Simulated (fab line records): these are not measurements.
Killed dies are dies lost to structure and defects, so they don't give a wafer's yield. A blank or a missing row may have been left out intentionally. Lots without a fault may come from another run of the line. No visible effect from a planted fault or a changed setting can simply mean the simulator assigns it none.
Chamber matching :: flow n5_finfet :: N5_BEOL_M10_STRIP_36 on rie_diel-01 has 4 sister chambers
The step strips in N2/H2. 4 wafers are shown with their chamber, then 8 later ones without.

WAFERS PAIRED WITH THEIR CHAMBERS
wafer: L080.4
chamber: 1
throttle_valve_pct (%): 24.7

wafer: L087.5
chamber: 3
throttle_valve_pct (%): 23.8

wafer: L087.6
chamber: 2
throttle_valve_pct (%): 23.9

wafer: L095.2
chamber: 0
throttle_valve_pct (%): 23.9

WAFERS WITH NO CHAMBER GIVEN
wafer: L095.5
throttle_valve_pct (%): 23.8

wafer: L095.6
throttle_valve_pct (%): 23.9

wafer: L094.3
throttle_valve_pct (%): 23.9

wafer: L094.4
throttle_valve_pct (%): 24.3

wafer: L094.6
throttle_valve_pct (%): 23.8

wafer: L097.2
throttle_valve_pct (%): 23.9

wafer: L097.4
throttle_valve_pct (%): 24.2

wafer: L097.6
throttle_valve_pct (%): 23.9

WHICH CHAMBER EACH WENT THROUGH
wafer: L095.5
from the rows above: can't be placed: 3 or 0 or 2
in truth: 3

wafer: L095.6
from the rows above: can't be placed: 0 or 2 or 3
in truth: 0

wafer: L094.3
from the rows above: can't be placed: 0 or 2 or 3
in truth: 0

wafer: L094.4
from the rows above: can't be placed: 1 or 0 or 2 or 3
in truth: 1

wafer: L094.6
from the rows above: can't be placed: 3 or 0 or 2
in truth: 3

wafer: L097.2
from the rows above: can't be placed: 0 or 2 or 3
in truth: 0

wafer: L097.4
from the rows above: can't be placed: 0 or 2 or 3 or 1
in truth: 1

wafer: L097.6
from the rows above: can't be placed: 0 or 2 or 3
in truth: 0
0 of 8 placed correctly. From these rows, 8 cannot be placed; in 8 the true chamber is one of the candidates. 0 placed wrongly.
How it was worked out, from the rows above alone: a wafer's distance from a chamber is the root of the sum, over the readings, of the square of ((its reading less the chamber's mean) divided by the reading's scatter). If the next closest chamber is less than 2 further off than the closest, the wafer can't be placed; otherwise it belongs to the closest. A chamber's mean is the mean of its shown wafers. The scatter: with one shown wafer a chamber, the root of the mean of the squares of how far each hidden wafer lies from its nearest shown one.
